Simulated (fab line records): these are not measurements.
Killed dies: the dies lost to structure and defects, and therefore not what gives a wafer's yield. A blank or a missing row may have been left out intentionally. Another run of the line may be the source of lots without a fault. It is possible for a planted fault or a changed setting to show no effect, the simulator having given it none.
The tool behind it: which one?	flow nand harc	12 lots, 36 wafers sampled, at 5 steps of a route of 1159

== WHAT THE GAUGES SHOWED, per wafer ==
NHARC_A_CHANNEL_FILL_D1_INSPECT_13.
lot	measured	on	raw defect count
L075	day 11 03:50	defect inspect-02	253 302 220
L076	day 11 10:32	defect inspect-01	287 504 177
L077	day 11 14:52	defect inspect-01	256 408 374
L081	day 12 09:12	defect inspect-02	272 248 269
L082	day 12 23:32	defect inspect-01	811 365 397
L088	day 13 16:34	defect inspect-01	199 208 190
L086	day 13 20:41	defect inspect-01	289 211 194
L089	day 14 10:43	defect inspect-01	245 208 150
L091	day 14 15:45	defect inspect-01	303 291 411
L094	day 15 06:46	defect inspect-02	349 505 284
L095	day 15 19:36	defect inspect-01	190 178 255
L097	day 16 10:20	defect inspect-01	452 645 416

== EACH LOT AND THE TOOL THAT RAN IT (in order: tool; ch and the chambers of the sampled wafers; start) ==
lot	NHARC_A_CHANNEL_HOLE_D1_ETCH_34	NHARC_A_CHANNEL_FILL_D1_ALD_02	NHARC_A_CHANNEL_FILL_D1_ALD_25	NHARC_A_CHANNEL_FILL_D1_RTA_24
L075	rie diel-01 ch 0,2,3, day 9 05:20 or earlier	ald hk-02 ch 1,2,3, day 9 05:20	ald hk-03 ch 0,2, day 10 15:47	rtp anneal-01 ch 0, day 11 03:37
L076	rie diel-01 ch 0,1,3, day 9 11:03 or earlier	ald hk-03 ch 0,2,3, day 9 11:03	ald hk-02 ch 1,2,3, day 10 22:35	rtp anneal-02 ch 0, day 11 10:23
L077	rie diel-09 ch 2,3, day 9 15:28 or earlier	ald hk-02 ch 0,1,3, day 9 15:28	ald hk-02 ch 0,3, day 11 02:52	rtp anneal-01 ch 0, day 11 14:44
L081	rie diel-01 ch 0,3, day 10 06:35 or earlier	ald hk-02 ch 0,1, day 10 06:35	ald hk-01 ch 0,3, day 11 21:07	rtp anneal-02 ch 0, day 12 09:01
L082	rie diel-01 ch 1,3, day 11 00:05 or earlier	ald hk-01 ch 0,1, day 11 00:05	ald hk-02 ch 0,1,2, day 12 12:36	rtp anneal-01 ch 0, day 12 23:20
L088	rie diel-01 ch 0,1,3, day 11 16:48 or earlier	ald hk-02 ch 0,2,3, day 11 16:48	ald hk-03 ch 0,2, day 13 05:10	rtp anneal-01 ch 0, day 13 16:22
L086	rie diel-01 ch 0,2,3, day 11 21:07 or earlier	ald hk-02 ch 0,1,2, day 11 21:07	ald hk-02 ch 1,2, day 13 09:13	rtp anneal-01 ch 0, day 13 20:30
L089	rie diel-01 ch 1,2,3, day 12 09:22 or earlier	ald hk-03 ch 1,3, day 12 09:22	ald hk-02 ch 1,3, day 13 22:40	rtp anneal-01 ch 0, day 14 10:35
L091	rie diel-01 ch 2,3, day 12 15:06 or earlier	ald hk-03 ch 1,2,3, day 12 15:06	ald hk-01 ch 0,2,3, day 14 04:30	rtp anneal-01 ch 0, day 14 15:33
L094	rie diel-01 ch 0,2, day 13 06:56 or earlier	ald hk-02 ch 0,3, day 13 06:56	ald hk-01 ch 0,1, day 14 18:53	rtp anneal-02 ch 0, day 15 06:34
L095	rie diel-07 ch 0,1, day 13 18:37 or earlier	ald hk-03 ch 2,3, day 13 18:37	ald hk-03 ch 1,2, day 15 07:35	rtp anneal-01 ch 0, day 15 19:29
L097	rie diel-01 ch 1,2,3, day 14 07:34 or earlier	ald hk-01 ch 1,2, day 14 07:34	ald hk-03 ch 1,3, day 15 22:28	rtp anneal-01 ch 0, day 16 10:08
- NHARC_A_CHANNEL_HOLE_D1_ETCH_34: etches the open film in CF4/CHF3, target depth 154 nm, time 77 s.
- NHARC_A_CHANNEL_FILL_D1_ALD_02: deposits SiO2, target thk 6 nm, pulse time 10 s, ald cycles 60.
- NHARC_A_CHANNEL_FILL_D1_ALD_25: deposits SiOx, target thk 60 nm, pulse time 10 s, ald cycles 600.
- NHARC_A_CHANNEL_FILL_D1_RTA_24: time 5 s.

== THE ANSWER, worked out from the rows above alone ==
Rule: what is usual is taken from the lots themselves. The widest of any qualifying gaps counts: lots, ordered by their means at a reading, are off when they make up no more than a third of the lots, leave a main group of 4 or more, and stand apart from it by 3 or more times the standard deviation of that group's means. If all means in a main group match to the digits the tables above print for the reading, that group is not used. Also off: a lot with no number at a reading for which 4 or more lots have one. The other lots that the step has rows for count as sound.
Across all readings shown, no lot is off: no conclusion can be drawn from this.

== WHAT THE SIMULATOR HAD INSERTED ==
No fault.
